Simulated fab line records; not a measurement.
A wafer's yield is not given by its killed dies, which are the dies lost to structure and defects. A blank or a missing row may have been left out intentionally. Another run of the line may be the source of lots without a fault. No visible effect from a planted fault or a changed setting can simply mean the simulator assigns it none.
Chamber matching	flow n5-finfet	cvd-co-02 running N5_BEOL_M3_PRE_CLEAN_60: 3 sister chambers
The step time 15 s. 3 wafers are shown with their chamber, then 9 later ones without.

WAFERS PAIRED WITH THEIR CHAMBERS
wafer	chamber	heater-power-w (W)
L090.1	2	98
L090.3	1	69
L090.6	0	91

WAFERS WITH NO CHAMBER GIVEN
wafer	heater-power-w (W)
L092.4	68
L092.5	102
L092.6	90
L093.1	99
L093.2	67
L093.4	99
L094.2	102
L094.5	100
L094.6	70

WHICH CHAMBER EACH WENT THROUGH
wafer	from the rows above	in truth
L092.4	1	1
L092.5	2	2
L092.6	0	0
L093.1	2	2
L093.2	1	1
L093.4	2	2
L094.2	2	2
L094.5	2	2
L094.6	1	1
Placed correctly: 9 of 9. Not placeable from these rows: 0. Placed wrongly: 0.
How it was worked out, from the rows above alone: a wafer's distance from a chamber is the root of the sum, over the readings, of the square of ((its reading less the chamber's mean) divided by the reading's scatter). The wafer belongs to the nearest chamber; if the next one is less than 2 further off, it can't be placed. For every chamber, the mean is computed from those of its wafers that are shown. The scatter (one wafer shown for each chamber): square how far every hidden wafer sits from the nearest shown wafer, average those squares and take the square root.
